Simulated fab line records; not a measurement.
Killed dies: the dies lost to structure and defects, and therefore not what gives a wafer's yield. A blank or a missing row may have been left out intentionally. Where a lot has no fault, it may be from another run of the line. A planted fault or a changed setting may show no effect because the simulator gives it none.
The tool behind it: which one?    flow n5 finfet    Sampling: 10 lots, 30 wafers, 5 of 1938 route steps

## WHAT EACH GAUGE READ, for each wafer
N5_BEOL_M10_THK_MEAS_01.
lot   measured      on             M10_ILD_THK (nm)
L580  day 11 08:05  film metro-02  276 273 268
L582  day 11 16:18  film metro-01  265 265 268
L583  day 12 00:10  film metro-02  265 270 267
L584  day 12 15:15  film metro-01  262 268 268
L585  day 12 16:25  film metro-02  265 271 275
L589  day 13 08:05  film metro-01  267 271 267
L595  day 14 20:22  film metro-01  262 270 270
L597  day 15 07:25  film metro-01  263 266 266
L598  day 15 11:50  film metro-02  263 262 268
L599  day 15 22:29  film metro-01  267 265 262

## WHICH TOOL RAN EACH LOT (tool, then ch and the chambers of the sampled wafers, then the start)
lot   N5_BEOL_M9_PECVD_70              N5_BEOL_M9_STRIP_80                            N5_BEOL_M9_PRE_CLEAN_45       N5_BEOL_M9_CMP_52
L580  pecvd-02 ch 0,1,2, day 10 23:06  rie diel-03 ch 2,3, day 11 05:44 or earlier    pvd sputter-03, day 11 05:44  cmp-02 ch 0,1,3, day 11 07:04
L582  pecvd-02 ch 0,1,2, day 11 08:08  rie diel-05 ch 1,2,3, day 11 13:27 or earlier  pvd sputter-01, day 11 13:27  cmp-02 ch 1,2,3, day 11 15:13
L583  pecvd-02 ch 0,1, day 11 18:02    rie diel-02 ch 1,2,3, day 11 21:59 or earlier  pvd sputter-01, day 11 21:59  cmp-04 ch 1,2,3, day 11 23:08
L584  pecvd-03 ch 0,2, day 12 05:35    rie diel-03 ch 1,2,3, day 12 11:23 or earlier  pvd sputter-01, day 12 11:23  cmp-04 ch 0,3, day 12 14:08
L585  pecvd-02 ch 1,2, day 12 10:40    rie diel-02 ch 2,3, day 12 14:14 or earlier    pvd sputter-03, day 12 14:14  cmp-04 ch 0,2,3, day 12 15:25
L589  pecvd-02 ch 0,2, day 13 01:30    rie diel-03 ch 0,3, day 13 05:37 or earlier    pvd sputter-03, day 13 05:37  cmp-03 ch 1,2,3, day 13 06:57
L595  pecvd-04 ch 0,1, day 14 11:38    rie diel-02 ch 0,2, day 14 17:43 or earlier    pvd sputter-02, day 14 17:43  cmp-04 ch 0,1, day 14 19:17
L597  pecvd-04 ch 0,2, day 14 22:40    rie diel-03 ch 1,2,3, day 15 05:06 or earlier  pvd sputter-03, day 15 05:06  cmp-02 ch 0,2,3, day 15 06:24
L598  pecvd-04 ch 0,1,2, day 15 05:21  rie diel-02 ch 2,3, day 15 08:58 or earlier    pvd sputter-02, day 15 08:58  cmp-04 ch 2,3, day 15 10:32
L599  pecvd-02 ch 0,1,2, day 15 17:02  rie diel-05 ch 0,1,3, day 15 20:19 or earlier  pvd sputter-03, day 15 20:19  cmp-04 ch 1,2,3, day 15 21:22
- N5_BEOL_M9_PECVD_70: deposits SiO2 from TEOS/O2, target thk 20 nm, time 22.7 s.
- N5_BEOL_M9_STRIP_80: strips in N2/H2, time 10 s.
- N5_BEOL_M9_PRE_CLEAN_45: time 30 s.
- N5_BEOL_M9_CMP_52: polishes, stops on SiCOH lowk, t overpolish 7 s, target thk 140 nm.

## THE ANSWER, worked out from the rows above alone
Rule: what is usual is taken from the lots themselves. The widest of any qualifying gaps counts: lots, ordered by their means at a reading, are off when they make up no more than a third of the lots, leave a main group of 4 or more, and stand apart from it by 3 or more times the standard deviation of that group's means. A main group is skipped when, at the precision printed for the reading in the tables above, its means are all equal. Also off: a lot with no number at a reading for which 4 or more lots have one. The other lots that the step has rows for count as sound.
Nothing can be told from this: no lot is off at any reading shown.

## WHAT THE SIMULATOR HAD INSERTED
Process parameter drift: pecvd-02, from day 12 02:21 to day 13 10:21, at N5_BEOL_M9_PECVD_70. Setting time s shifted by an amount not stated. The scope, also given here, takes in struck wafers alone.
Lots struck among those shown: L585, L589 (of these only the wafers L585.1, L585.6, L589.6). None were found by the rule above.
